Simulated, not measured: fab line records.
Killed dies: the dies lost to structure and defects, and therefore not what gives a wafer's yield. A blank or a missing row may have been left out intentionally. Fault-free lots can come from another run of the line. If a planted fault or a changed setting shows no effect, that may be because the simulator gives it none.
Split-lot study	flow n5Finfet	21 wafers read from 7 lots, route of 1938 steps

ON THE SPLIT
At N5_FIN_SAQP_ETCH_65 (etches SiO2 in CF4, target depth 4 nm, time 4.4 s), the setting timeS was moved away from the recipe's 4.4 s on 6 of the 21 wafers read, by -20.0% to +22.1%. The other wafers ran this setting at the recipe's value.

The reading is taken at the split's own step.

THE READING
etch.depthNm (the simulator's own value, which no gauge read), in nm, at N5_FIN_SAQP_ETCH_65 (etches SiO2 in CF4, target depth 4 nm, time 4.4 s). No usual value for it is given in the file. Here, 15 wafers ran the recipe; their average is 4.015 nm with a standard deviation of 0.083 nm.

wafer	tool, chamber at the split	timeS as run, s	against the recipe	etch.depthNm, nm	against lot-mates on the recipe
L079.1	rieSi-05, 3	4.4	recipe	3.821	-
L079.4	rieSi-05, 1	4.4	recipe	4.03	-
L079.6	rieSi-05, 1	3.52	-20.0%	3.225	-0.701
L084.2	rieSi-01, 0	4.4	recipe	4.076	-
L084.3	rieSi-01, 2	4.4	recipe	4.015	-
L084.4	rieSi-01, 3	4.4	recipe	3.888	-
L086.1	rieSi-01, 0	5.374	+22.1%	4.985	+0.962
L086.3	rieSi-01, 1	4.4	recipe	4.004	-
L086.4	rieSi-01, 2	4.4	recipe	4.042	-
L088.2	rieSi-05, 0	5.225	+18.7%	4.808	+0.761
L088.4	rieSi-05, 3	5.225	+18.7%	4.524	+0.477
L088.6	rieSi-05, 0	4.4	recipe	4.047	-
L095.1	rieSi-02, 3	4.4	recipe	4.161	-
L095.3	rieSi-02, 2	4.4	recipe	4.053	-
L095.6	rieSi-02, 0	4.4	recipe	4.001	-
L096.3	rieSi-02, 1	3.828	-13.0%	3.486	-0.623
L096.5	rieSi-02, 3	4.4	recipe	4.109	-
L096.6	rieSi-02, 2	3.828	-13.0%	3.436	-0.673
L097.2	rieSi-02, 2	4.4	recipe	3.931	-
L097.5	rieSi-02, 3	4.4	recipe	4.072	-
L097.6	rieSi-02, 2	4.4	recipe	3.981	-

THE FIT
A straight line over all 21 wafers: etch.depthNm changes by +0.0395 nm for each +1% of timeS; r = +0.97; the points scatter about the line by 0.095 nm.
The same after taking each lot's own level away (the mean of its wafers on the recipe; 21 wafers): +0.0391 nm for each +1%; r = +0.97; scatter 0.098 nm.
Per that fit: largest timeS move, reading shift of 0.87 nm.
From 3.9255 to 4.1090 nm: that is the span of the lots' own levels, equal to 2.2 times the standard deviation above.
So the lot-to-lot level changes the slope little: the two slopes agree.
Check: with one of the wafers moved furthest among these (+22.1%) left out of the fit, the line predicts +0.806 nm for it against its lot-mates. Against them it came out at +0.962 nm.

THESE WAFERS: OTHER SPLITS
These wafers also went through other splits before the reading. Each is held against what the fit with the lots' levels taken away leaves over:
other split on the same wafers	wafers away from the commonest value	r with etch.depthNm (lot level and that fit taken away)
N5_PMOS_HMC_CHANNEL_EPI_EXPOSE_06 doseMj	8	-0.19
N5_PMOS_HMC_CHANNEL_EPI_ETCH_32 biasW	5	+0.35

FILE'S OWN FIT
etch.depthNm changes by +0.0392 nm for each +1% of timeS, r = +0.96.
